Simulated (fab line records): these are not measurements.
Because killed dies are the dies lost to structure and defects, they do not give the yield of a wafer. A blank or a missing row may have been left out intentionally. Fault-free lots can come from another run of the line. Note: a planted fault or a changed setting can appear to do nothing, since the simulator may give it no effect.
Matching of chambers || flow nandHarc || NHARC_A_CONTACT_DEP_58 on pecvd-02: 3 sister chambers
The step deposits SiON, target thk 60 nm. 3 wafers are shown with their chamber, then 7 later ones without.

== WAFERS PAIRED WITH THEIR CHAMBERS ==
{"wafer": "L506.2", "chamber": 1, "heaterPowerW (W)": 965}
{"wafer": "L509.4", "chamber": 0, "heaterPowerW (W)": 639}
{"wafer": "L509.5", "chamber": 2, "heaterPowerW (W)": 838}

== WAFERS WITH NO CHAMBER GIVEN ==
{"wafer": "L509.6", "heaterPowerW (W)": 1026}
{"wafer": "L511.2", "heaterPowerW (W)": 1004}
{"wafer": "L511.3", "heaterPowerW (W)": 663}
{"wafer": "L511.4", "heaterPowerW (W)": 737}
{"wafer": "L512.1", "heaterPowerW (W)": 1050}
{"wafer": "L512.2", "heaterPowerW (W)": 714}
{"wafer": "L512.5", "heaterPowerW (W)": 719}

== WHICH CHAMBER EACH WENT THROUGH ==
{"wafer": "L509.6", "from the rows above": "can't be placed: 1 or 2", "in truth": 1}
{"wafer": "L511.2", "from the rows above": "can't be placed: 1 or 2", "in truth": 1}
{"wafer": "L511.3", "from the rows above": 0, "in truth": 0}
{"wafer": "L511.4", "from the rows above": "can't be placed: 0 or 2 or 1", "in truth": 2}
{"wafer": "L512.1", "from the rows above": "can't be placed: 1 or 2", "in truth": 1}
{"wafer": "L512.2", "from the rows above": "can't be placed: 0 or 2", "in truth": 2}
{"wafer": "L512.5", "from the rows above": "can't be placed: 0 or 2", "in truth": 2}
Correct placement for 1 of the 7. Cannot be placed on the basis of these rows: 6; the candidates contain the true chamber in 6. Wrongly placed: 0.
How it was worked out, from the rows above alone: a wafer's distance from a chamber is the root of the sum, over the readings, of the square of ((its reading less the chamber's mean) divided by the reading's scatter). If the next closest chamber is less than 2 further off than the closest, the wafer can't be placed; otherwise it belongs to the closest. The mean given for a chamber averages the wafers shown for that chamber. The scatter: with one shown wafer a chamber, the root of the mean of the squares of how far each hidden wafer lies from its nearest shown one.
